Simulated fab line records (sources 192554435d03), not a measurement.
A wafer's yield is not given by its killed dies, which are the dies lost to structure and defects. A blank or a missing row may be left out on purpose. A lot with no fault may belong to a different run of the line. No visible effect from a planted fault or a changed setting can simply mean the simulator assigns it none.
Split-lot study :: flow n5-finfet :: 7 lots, 21 wafers read, on a route of 1938 steps

== ABOUT THE SPLIT ==
At N5_BEOL_M11_EXPOSE_08 (exposes mask M11), the setting dose-mj was moved away from the recipe's 53.75 on 8 of the 21 wafers read, by -3.7% to +7.3%. The other wafers ran this setting at the recipe's value.

== FROM THE SPLIT TO THE READING: what the file shows between them, 2 steps ==
- N5_BEOL_M11_PEB_09: peb time 60 s
- N5_BEOL_M11_DEVELOP_10: develop time 30 s

== THE READING ==
Shown in nm: cd-nm at N5_BEOL_M11_CD_MEAS_11, with target cd 64.1 nm. Fault-free wafers of this fab line usually give 64.0 nm, standard deviation 0.75 nm.

wafer: L077.2
tool, chamber at the split: arfi-scanner-03, 0
dose-mj as run: 56.73
against the recipe: +5.5%
cd-nm, nm: 65.7
against lot-mates on the recipe: no lot-mate on the recipe

wafer: L077.3
tool, chamber at the split: arfi-scanner-03, 0
dose-mj as run: 56.73
against the recipe: +5.5%
cd-nm, nm: 66.0
against lot-mates on the recipe: no lot-mate on the recipe

wafer: L077.5
tool, chamber at the split: arfi-scanner-03, 0
dose-mj as run: 56.73
against the recipe: +5.5%
cd-nm, nm: 66.2
against lot-mates on the recipe: no lot-mate on the recipe

wafer: L078.2
tool, chamber at the split: arfi-scanner-02, 0
dose-mj as run: 57.66
against the recipe: +7.3%
cd-nm, nm: 69.2
against lot-mates on the recipe: +5.7

wafer: L078.3
tool, chamber at the split: arfi-scanner-02, 0
dose-mj as run: 53.75
against the recipe: recipe
cd-nm, nm: 63.5
against lot-mates on the recipe: -

wafer: L078.5
tool, chamber at the split: arfi-scanner-02, 0
dose-mj as run: 57.66
against the recipe: +7.3%
cd-nm, nm: 68.2
against lot-mates on the recipe: +4.7

wafer: L080.2
tool, chamber at the split: arfi-scanner-03, 0
dose-mj as run: 53.75
against the recipe: recipe
cd-nm, nm: 63.1
against lot-mates on the recipe: -

wafer: L080.3
tool, chamber at the split: arfi-scanner-03, 0
dose-mj as run: 53.75
against the recipe: recipe
cd-nm, nm: 63.3
against lot-mates on the recipe: -

wafer: L080.4
tool, chamber at the split: arfi-scanner-03, 0
dose-mj as run: 53.75
against the recipe: recipe
cd-nm, nm: 63.4
against lot-mates on the recipe: -

wafer: L079.3
tool, chamber at the split: arfi-scanner-03, 0
dose-mj as run: 53.75
against the recipe: recipe
cd-nm, nm: 64.2
against lot-mates on the recipe: -

wafer: L079.4
tool, chamber at the split: arfi-scanner-03, 0
dose-mj as run: 53.75
against the recipe: recipe
cd-nm, nm: 64.8
against lot-mates on the recipe: -

wafer: L079.6
tool, chamber at the split: arfi-scanner-03, 0
dose-mj as run: 53.75
against the recipe: recipe
cd-nm, nm: 64.2
against lot-mates on the recipe: -

wafer: L086.1
tool, chamber at the split: arfi-scanner-01, 0
dose-mj as run: 53.75
against the recipe: recipe
cd-nm, nm: 63.6
against lot-mates on the recipe: -

wafer: L086.2
tool, chamber at the split: arfi-scanner-01, 0
dose-mj as run: 52.17
against the recipe: -2.9%
cd-nm, nm: 61.9
against lot-mates on the recipe: -1.3

wafer: L086.3
tool, chamber at the split: arfi-scanner-01, 0
dose-mj as run: 53.75
against the recipe: recipe
cd-nm, nm: 62.8
against lot-mates on the recipe: -

wafer: L090.3
tool, chamber at the split: arfi-scanner-03, 0
dose-mj as run: 53.75
against the recipe: recipe
cd-nm, nm: 64.2
against lot-mates on the recipe: -

wafer: L090.5
tool, chamber at the split: arfi-scanner-03, 0
dose-mj as run: 51.78
against the recipe: -3.7%
cd-nm, nm: 62.5
against lot-mates on the recipe: -1.7

wafer: L090.6
tool, chamber at the split: arfi-scanner-03, 0
dose-mj as run: 51.78
against the recipe: -3.7%
cd-nm, nm: 63.0
against lot-mates on the recipe: -1.2

wafer: L091.1
tool, chamber at the split: arfi-scanner-03, 0
dose-mj as run: 53.75
against the recipe: recipe
cd-nm, nm: 64.9
against lot-mates on the recipe: -

wafer: L091.4
tool, chamber at the split: arfi-scanner-03, 0
dose-mj as run: 53.75
against the recipe: recipe
cd-nm, nm: 64.8
against lot-mates on the recipe: -

wafer: L091.6
tool, chamber at the split: arfi-scanner-03, 0
dose-mj as run: 53.75
against the recipe: recipe
cd-nm, nm: 64.7
against lot-mates on the recipe: -

THE FIT
A straight line over all 21 wafers: cd-nm changes by +0.5 nm for each +1% of dose-mj; r = +0.90; the points scatter about the line by 0.8 nm.
The same after taking each lot's own level away (the mean of its wafers on the recipe; 18 wafers): +0.632 nm for each +1%; r = +0.97; scatter 0.44 nm.
On that fit, the largest move of dose-mj shifts the reading by 4.6 nm.
The span of the lots' own levels, 63.20 to 64.80 nm, comes to 2.1 times the standard deviation stated above.
Thus the slope moves with the lot-to-lot level: the two fits are different.
Check: with one of the wafers moved furthest among these (+7.3%) left out of the fit, the line predicts +4.16 nm for it against its lot-mates. Against them it came out at +5.7 nm.

== OTHER SPLITS APPLIED TO THESE WAFERS ==
These wafers also went through other splits before the reading. Each is held against what the fit with the lots' levels taken away leaves over:
other split on the same wafers: N5_BEOL_M8_ETCH_61 bias-w
wafers away from the commonest value: 4
r with cd-nm (lot level and that fit taken away): +0.32

other split on the same wafers: N5_BEOL_M8_ETCH_62 source-w
wafers away from the commonest value: 6
r with cd-nm (lot level and that fit taken away): +0.15

other split on the same wafers: N5_BEOL_M9_HM_DEP_02 target-thk-a
wafers away from the commonest value: 10
r with cd-nm (lot level and that fit taken away): +0.19

other split on the same wafers: N5_BEOL_M9_DESCUM_16 time-s
wafers away from the commonest value: 5
r with cd-nm (lot level and that fit taken away): -0.23

other split on the same wafers: N5_BEOL_M10_VIA_ETCH_34 bias-w
wafers away from the commonest value: 8
r with cd-nm (lot level and that fit taken away): +0.12

other split on the same wafers: N5_BEOL_M10_ETCH_41 source-w
wafers away from the commonest value: 8
r with cd-nm (lot level and that fit taken away): +0.11

== THE WHOLE CHAIN: every reading that the file lists as answering this split, in the file's order ==
step: N5_BEOL_M11_CD_MEAS_11
what it does: target cd 64.1 nm
reading: cd-nm
change (the file's fit): +0.626 nm for each +1% of the setting
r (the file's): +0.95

step: N5_BEOL_M11_ETCH_61
what it does: etches SiARC in CF4, target depth 39 nm, time 65 s
reading: BEOL_M11.cd-offset-nm (the simulator's own value, which no gauge read)
change (the file's fit): +0.578 nm for each +1% of the setting
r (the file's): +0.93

== THE FILE'S OWN FIT ==
cd-nm changes by +0.626 nm for each +1% of dose-mj, r = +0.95.
